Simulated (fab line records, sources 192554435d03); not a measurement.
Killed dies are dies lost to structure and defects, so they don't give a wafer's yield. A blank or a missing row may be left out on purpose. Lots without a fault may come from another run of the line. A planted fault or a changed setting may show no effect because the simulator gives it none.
fab line records | flow n5_finfet
record lots=6 wafers=18 last_day=19
route steps=1938 shown PASSIVATION@1903
lots that met no fault: from a run of the same line without faults
start_h: hours from the record's first day to the start of the lot's first wafer shown | wait_h: hours since the lot's step before | " the same as in the row above | L1.1+2: a row that stands for several wafers | - no value, or no start given | * or withheld: withheld | < > ~ a bound
route shown NAME@n: a module of which the file shows steps, and the number in the route of the first | usual: mean/standard deviation of fault-free wafers | same: alike in all rows | chamber/n: place in a boat | sites: the reading at each site | _std_site: their standard deviation | _edge_site: outer sites' mean less inner sites' | radius_mm: how far each site lies from the wafer's centre | mask NAME#n: copy n | behind: the tool/chamber that last shaped the wafer | hold: why the lot was held/for how many hours/how that ended | device: the transistor (n, p or np) that didn't switch | end of line: the same wafers' tests at the end of the route | a step without rows: its recipe alone | killed: dies lost to structure and defects at the first sort, not the wafer's yield | map: a wafer's dies, x killed, . not, _ none there
set.NAME: the setting as run; set.NAME@STEP: as run at that earlier step | model.NAME: the simulator's own value behind a step, which no gauge read
lots at some steps of the route; a table a step, a row a wafer
services: from which hour (start_h, from the record's first day; less than 0 if before it) a tool's chamber was out of use, for how many hours, and why
## steps
# step N5_PASSIVATION_DEVELOP_29
# recipe develop_time_s=60 rinse_liquid=diw dry=air_spin dev_temp_c=21
# step N5_PASSIVATION_HARDBAKE_31
# recipe temp_c=130 time_s=120
# step N5_PASSIVATION_CD_MEAS_30
# recipe target_cd_nm=4000 landing_energy_ev=500 detector=se_inlens polarity=opening
# usual cd_nm=3999.2/2.2
# columns lot.wafer tool chamber start_h wait_h cd_nm
L254.1 cd_sem-03 0 302.76 - 4004.2
L254.5 " 0 " " 3998.8
L254.6 " 0 " " 3997.7
L260.3 cd_sem-01 0 315.09 - 4000.9
L260.4 " 0 " " 3999.7
L260.5 " 0 " " 3995.9
L268.2 cd_sem-01 0 376.89 - 3999.1
L268.5 " 0 " " 3998.4
L268.6 " 0 " " 4000.3
L272.2 cd_sem-01 0 405.35 - 3999.0
L272.5 " 0 " " 3998.5
L272.6 " 0 " " 3997.1
L274.3 cd_sem-02 0 414.52 - 4005.0
L274.4 " 0 " " 4001.3
L274.6 " 0 " " 3997.4
L273.1 cd_sem-03 0 442.92 - 3995.1
L273.2 " 0 " " 3998.3
L273.6 " 0 " " 3995.8
# step N5_PASSIVATION_OVL_MEAS_63
# recipe points_per_wafer=44
# usual PAD_OVL=-3/5.3
# columns lot.wafer tool chamber start_h wait_h PAD_OVL[nm]
L254.1 overlay-02 0 302.80 0.0 -1
L254.5 " 0 " " -4
L254.6 " 0 " " -2
L260.3 overlay-01 0 315.12 0.0 -4
L260.4 " 0 " " -3
L260.5 " 0 " " 0
L268.2 overlay-01 0 376.92 0.0 -3
L268.5 " 0 " " 11
L268.6 " 0 " " 0
L272.2 overlay-02 0 405.38 0.0 2
L272.5 " 0 " " 2
L272.6 " 0 " " 7
L274.3 overlay-02 0 414.55 0.0 -2
L274.4 " 0 " " -7
L274.6 " 0 " " 0
L273.1 overlay-01 0 442.95 0.0 -5
L273.2 " 0 " " -2
L273.6 " 0 " " 2
# step N5_PASSIVATION_INSPECT_64
# recipe mode=adi inspect_instrument=macro
# usual raw_defect_count=2.0/1.4
# columns lot.wafer tool chamber start_h wait_h raw_defect_count
L254.1 defect_inspect-01 - 302.82 0.0 1
L254.5 " - " " 1
L254.6 " - " " 2
L260.3 defect_inspect-01 - 315.14 0.0 0
L260.4 " - " " 3
L260.5 " - " " 2
L268.2 defect_inspect-01 - 376.94 0.0 2
L268.5 " - " " 1
L268.6 " - " " 2
L272.2 defect_inspect-01 - 405.40 0.0 2
L272.5 " - " " 5
L272.6 " - " " 4
L274.3 defect_inspect-01 - 414.57 0.0 1
L274.4 " - " " 0
L274.6 " - " " 1
L273.1 defect_inspect-01 - 442.98 0.0 2
L273.2 " - " " 2
L273.6 " - " " 2
# step N5_PASSIVATION_DESCUM_32
# recipe chemistry=O2 time_s=7.9 source_power_w=50 bias_power_w=20 pressure_mtorr=20 rf_frequency_hz=2.712e+07 temp_c=40 o2_flow_sccm=225
# usual chamber_pressure_mTorr=20.002/0.017 drypump_motor_current_A=6.0/0.4 oes_product_au=0.78/0.082 rf_vpp_V=243.1/1.3 showerhead_plenum_p_Torr=2.08/0.066 throttle_valve_pct=20.47/0.3
# columns lot.wafer tool chamber start_h wait_h chamber_pressure_mTorr drypump_motor_current_A oes_product_au rf_hours_counter_h rf_vpp_V showerhead_plenum_p_Torr throttle_valve_pct
L254.1 rie_diel-03 2 303.07 0.3 20.013 5.4 0.70 222 243.7 2.03 20.12
L254.5 " 1 " " 20.029 5.5 0.78 - 242.0 2.11 20.64
L254.6 " 0 " " 20.010 6.1 0.69 - 243.7 2.11 21.06
L260.3 rie_diel-01 2 315.17 0.0 19.990 6.2 0.85 81 244.5 2.13 20.65
L260.4 " 3 " " 19.990 6.1 0.92 14 243.8 2.07 20.55
L260.5 " 2 " " 19.993 6.2 0.83 - 243.7 2.13 20.62
L268.2 rie_diel-06 1 376.98 0.0 19.999 6.5 0.86 52 244.4 2.09 20.23
L268.5 " 0 " " 19.990 5.7 0.74 - 243.6 2.17 20.58
L268.6 " 3 " " 20.009 5.3 0.75 - 243.7 2.11 20.53
L272.2 rie_diel-03 1 405.44 0.0 20.032 5.5 0.75 148 243.3 2.10 20.70
L272.5 " 0 " " 19.996 6.1 0.66 - 242.0 2.09 21.10
L272.6 " 3 " " 20.012 6.3 0.78 - 241.4 1.99 20.01
L274.3 rie_diel-01 2 414.61 0.0 20.000 6.2 0.80 119 243.4 2.11 20.70
L274.4 " 1 " " 20.008 5.9 0.97 1 241.1 1.95 20.18
L274.6 " 1 " " 20.011 5.9 0.97 - 241.8 1.95 20.17
L273.1 rie_diel-03 3 443.01 0.0 19.992 6.3 0.77 170 241.7 1.98 20.05
L273.2 " 2 " " 20.031 5.4 0.96 7 242.7 2.02 19.63
L273.6 " 1 " " 20.023 5.4 0.74 - 243.5 2.09 20.73
# step N5_PASSIVATION_AL_ETCH_33
# recipe chemistry=Cl2/BCl3 target_depth_a=28000 over_etch_frac=0.15 Cl2_flow_sccm=180 bcl3_flow_sccm=60 target=Al stop_on=TaN time_s=466.7 ion_energy_ev=100 pressure_mtorr=10 icp_w=900 bias_w=100
# usual chamber_pressure_mTorr=10.000/0.0086 drypump_motor_current_A=5.6/0.31 oes_product_au=0.74/0.053 throttle_valve_pct=33.98/0.17
# columns lot.wafer tool chamber start_h wait_h chamber_pressure_mTorr drypump_motor_current_A oes_product_au rf_hours_counter_h throttle_valve_pct
L254.1 rie_metal-02 1 303.16 0.1 10.000 5.5 0.72 38 33.82
L254.5 " 1 " " 10.000 5.5 0.73 - 33.84
L254.6 " 0 " " 10.002 6.1 0.77 - 34.01
L260.3 rie_metal-02 0 315.39 0.2 10.019 6.1 0.73 - 34.07
L260.4 " 1 " " 10.001 5.5 0.72 - 33.85
L260.5 " 1 " " 10.000 5.5 0.72 - 33.84
L268.2 rie_metal-03 1 377.06 0.1 9.991 5.7 0.66 56 34.18
L268.5 " 0 " " 9.993 5.7 0.77 - 34.09
L268.6 " 1 " " 9.984 5.6 0.66 - 34.22
L272.2 rie_metal-03 0 405.53 0.1 9.992 5.6 0.76 28 34.11
L272.5 " 1 " " 10.001 5.7 0.65 - 34.20
L272.6 " 0 " " 10.003 5.7 0.75 - 34.12
L274.3 rie_metal-03 0 414.83 0.2 10.005 5.7 0.74 - 34.13
L274.4 " 1 " " 10.000 5.7 0.66 - 34.21
L274.6 " 1 " " 10.002 5.7 0.65 - 34.21
L273.1 rie_metal-02 0 443.10 0.1 9.997 6.2 0.72 38 34.08
L273.2 " 1 " " 9.995 5.5 0.68 52 33.90
L273.6 " 0 " " 9.982 6.2 0.71 - 34.09
# step N5_PASSIVATION_ETCH_59
# recipe chemistry=Cl2/BCl3 target=TaN target_depth_a=650 time_s=34.9 ion_energy_ev=100 pressure_mtorr=10 icp_w=900 bias_w=100 Cl2_flow_sccm=60 bcl3_flow_sccm=30
# usual chamber_pressure_mTorr=9.999/0.0091 drypump_motor_current_A=5.6/0.32 oes_product_au=0.82/0.069 throttle_valve_pct=20.91/0.11
# columns lot.wafer tool chamber start_h wait_h chamber_pressure_mTorr drypump_motor_current_A oes_product_au rf_hours_counter_h throttle_valve_pct
L254.1 rie_metal-02 1 303.56 0.3 9.999 5.5 0.80 38 20.84
L254.5 " 1 " " 9.998 5.5 0.81 - 20.83
L254.6 " 0 " " 9.986 6.1 0.83 - 20.99
L260.3 rie_metal-02 0 315.69 0.2 10.008 6.2 0.83 - 20.98
L260.4 " 1 " " 9.979 5.5 0.80 - 20.84
L260.5 " 1 " " 10.006 5.5 0.81 - 20.82
L268.2 rie_metal-03 1 377.46 0.3 9.990 5.7 0.72 56 21.10
L268.5 " 0 " " 9.988 5.6 0.86 - 20.87
L268.6 " 1 " " 9.994 5.7 0.72 - 21.10
L272.2 rie_metal-03 0 405.93 0.3 9.992 5.6 0.84 28 20.88
L272.5 " 1 " " 9.988 5.7 0.72 - 21.08
L272.6 " 0 " " 9.997 5.6 0.85 - 20.87
L274.3 rie_metal-03 0 415.13 0.2 9.997 5.6 0.84 - 20.90
L274.4 " 1 " " 9.998 5.6 0.71 - 21.11
L274.6 " 1 " " 10.016 5.7 0.71 - 21.11
L273.1 rie_metal-02 0 443.50 0.3 9.994 6.1 0.80 38 21.02
L273.2 " 1 " " 10.006 5.5 0.76 52 20.89
L273.6 " 0 " " 9.992 6.1 0.80 - 21.01
# step N5_PASSIVATION_STRIP_34
# recipe chemistry=O2 power_w=600 temp_c=60 pressure_mtorr=30 rf_frequency_hz=6e+07 bias_power_w=0 overash_fraction=2 o2_flow_sccm=225
# usual chamber_pressure_mTorr=30.01/0.081 drypump_motor_current_A=6.0/0.4 oes_product_au=0.78/0.083 rf_vpp_V=3.7/1.5 showerhead_plenum_p_Torr=2.09/0.065 throttle_valve_pct=16.74/0.24
# columns lot.wafer tool chamber start_h wait_h chamber_pressure_mTorr drypump_motor_current_A oes_product_au rf_hours_counter_h rf_vpp_V showerhead_plenum_p_Torr throttle_valve_pct
L254.1 rie_diel-01 1 303.78 0.2 30.06 5.9 0.69 217 4.3 1.97 16.68
L254.5 " 0 " " 30.01 6.4 0.73 - 3.2 2.17 16.88
L254.6 " 1 " " 30.08 5.9 0.68 - 4.9 1.97 16.68
L260.3 rie_diel-01 0 315.81 0.1 30.07 6.5 0.76 191 4.0 2.17 16.86
L260.4 " 3 " " 30.03 6.1 0.93 14 4.8 2.07 16.71
L260.5 " 0 " " 29.93 6.4 0.74 - 5.8 2.17 16.88
L268.2 rie_diel-01 3 377.59 0.1 30.09 6.1 0.90 31 2.5 2.07 16.75
L268.5 " 0 " " 30.02 6.5 0.73 - 4.3 2.16 16.86
L268.6 " 1 " " 30.00 5.9 0.68 - 4.6 1.96 16.73
L272.2 rie_diel-01 0 406.05 0.1 30.10 6.5 0.73 216 5.2 2.16 16.91
L272.5 " 3 " " 29.99 6.1 0.86 - 2.3 2.07 16.77
L272.6 " 2 " " 30.07 6.3 0.80 - 3.5 2.12 16.94
L274.3 rie_diel-01 1 415.21 0.1 30.15 5.9 0.96 1 2.6 1.96 16.36
L274.4 " 2 " " 30.00 6.2 0.80 119 3.3 2.12 16.88
L274.6 " 2 " " 29.90 6.2 0.79 - 4.8 2.12 16.86
L273.1 rie_diel-03 1 443.62 0.1 30.08 5.4 0.74 164 2.2 2.10 16.98
L273.2 " 2 " " 30.09 5.4 0.95 7 3.1 2.03 15.89
L273.6 " 1 " " 30.06 5.4 0.72 - 3.2 2.10 17.01
# step N5_PASSIVATION_STRIP_51
# recipe chemistry=post_etch_residue_remover time_s=1200 temp_c=72.5
# step N5_PASSIVATION_CLEAN_69
# recipe chemistry=IPA time_s=180 temp_c=25
# step N5_PASSIVATION_SRD_70
# recipe dry=ipa_marangoni time_s=30 temp_c=23 rinse_liquid=diw
# step N5_PASSIVATION_PECVD_53
# recipe material=SiO2 target_thk_a=8000 temp_c=400 precursor=TEOS/O2 pressure_torr=6.5 rf_w=withheld teos_flow_sccm=withheld gas=O2 flow_sccm=2650 time_s=169.4
# usual susceptor_temp_C=400.02/0.2
# columns lot.wafer tool chamber start_h wait_h since_wet_clean_h susceptor_temp_C model.SiO2_of_PASSIVATION_PECVD_53.thk_nm
L254.1 pecvd-01 0 304.28 0.0 827 399.88 794.2
L254.5 " 2 " " - 399.83 798.2
L254.6 " 0 " " - 399.91 800.6
L260.3 pecvd-01 2 316.31 0.0 85 400.03 790.4
L260.4 " 2 " " - 400.24 810.6
L260.5 " 0 " " - 400.07 817.4
L268.2 pecvd-01 0 378.09 0.0 901 429.87 646
L268.5 " 1 " " - 429.85 646.6
L268.6 " 0 " " - 429.96 656.8
L272.2 pecvd-01 0 406.59 0.0 929 429.99 652.4
L272.5 " 1 " " - 429.70 641.2
L272.6 " 0 " " - 430.22 651.8
L274.3 pecvd-02 0 415.71 0.0 1120 399.89 784.4
L274.4 " 2 " " - 400.10 805.4
L274.6 " 0 " " - 400.39 794
L273.1 pecvd-04 1 444.12 0.0 2054 399.84 799.4
L273.2 " 2 " " 575 400.25 800.6
L273.6 " 0 " " - 400.03 797.8
# step N5_PASSIVATION_PECVD_35
# recipe material=SiNx target_thk_a=7000 temp_c=400 precursor=SiH4/NH3/N2 pressure_torr=4.9 rf_w=1406 time_s=151.3
# usual heater_power_w=381/94 showerhead_plenum_p_Torr=8.71/0.069 susceptor_temp_C=400.01/0.22 throttle_valve_pct=29.0/1.6
# columns lot.wafer tool chamber start_h wait_h heater_power_w showerhead_plenum_p_Torr since_wet_clean_h susceptor_temp_C throttle_valve_pct
L254.1 pecvd-01 0 304.39 0.1 324 8.62 827 400.12 29.7
L254.5 " 2 " " 448 8.65 - 400.16 26.6
L254.6 " 0 " " 353 8.61 - 400.22 29.6
L260.3 pecvd-01 2 316.42 0.1 527 8.63 85 399.88 26.6
L260.4 " 2 " " 577 8.62 - 400.04 26.1
L260.5 " 0 " " 306 8.57 - 400.10 29.4
L268.2 pecvd-01 0 378.26 0.1 263 8.59 901 400.06 29.8
L268.5 " 1 " " 441 8.74 - 400.20 28.1
L268.6 " 0 " " 318 8.59 - 399.94 29.8
L272.2 pecvd-01 0 406.70 0.1 313 8.60 929 400.08 29.9
L272.5 " 1 " " 486 8.74 - 400.01 28.2
L272.6 " 0 " " 335 8.61 - 400.10 29.7
L274.3 pecvd-02 0 415.82 0.1 380 8.76 1120 399.98 28.6
L274.4 " 2 " " 321 8.74 - 400.38 27.4
L274.6 " 0 " " 396 8.77 - 400.04 28.7
L273.1 pecvd-04 1 444.23 0.1 437 8.76 2054 400.00 32.7
L273.2 " 2 " " 418 8.68 575 400.08 29.8
L273.6 " 0 " " 335 8.80 - 400.02 30.4
## services
# columns tool chamber start_h hours kind
rie_diel-06 3 307.81 6.7 repair
pecvd-02 2 316.73 9.6 repair
rie_diel-01 3 330.01 15.9 repair
rie_diel-01 0 343.02 22.2 repair
pecvd-02 2 347.48 3.2 repair
rie_diel-06 2 359.48 33.0 repair
pecvd-01 0 364.40 2.1 scheduled_down
pecvd-01 2 375.82 5.5 scheduled_down
pecvd-02 2 381.79 16.6 repair
rie_metal-02 - 382.39 1.4 pm
pecvd-02 1 391.10 3.5 repair
rie_diel-03 2 395.26 - clean
rie_diel-03 2 395.26 - consumable_replace:focus_ring
rie_metal-03 - 396.20 0.2 repair
pecvd-01 0 396.71 5.5 scheduled_down
rie_diel-01 1 397.74 - clean
rie_diel-01 1 397.74 - consumable_replace:focus_ring
rie_diel-01 1 397.74 12.6 scheduled_down
rie_diel-01 1 397.74 12.6 vent_cycle
rie_diel-01 3 402.61 1.9 repair
rie_diel-06 3 402.89 5.8 repair
rie_metal-02 0 404.04 19.2 repair
rie_diel-06 2 409.65 23.8 repair
rie_metal-02 - 443.99 0.7 repair
## key
first_sign step=N5_PASSIVATION_PECVD_53 reading=susceptor_temp_C direction=up sigmas=99+ usual=* struck=*
effect none on later readings
model_effect step=N5_PASSIVATION_PECVD_53 value=SiO2_of_PASSIVATION_PECVD_53.thk_nm without=809.7 struck=649.1
met_at N5_PASSIVATION_PECVD_53
struck_wafers L268.2,L268.5,L268.6,L272.2,L272.5,L272.6
baseline_loss step=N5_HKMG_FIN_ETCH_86 wafers=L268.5
onset_between 316.31 378.09
fault kind=process_parameter_drift tool=pecvd-01 chamber=- onset_h=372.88 steps=N5_PASSIVATION_PECVD_53 channel=temp_c offset=* shape=step end_h=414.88 acts_in=* stated=*
# baseline_loss: these wafers lose ten dies or more at that step, a loss of the line's own and not of a fault; the sort's usual values leave them out
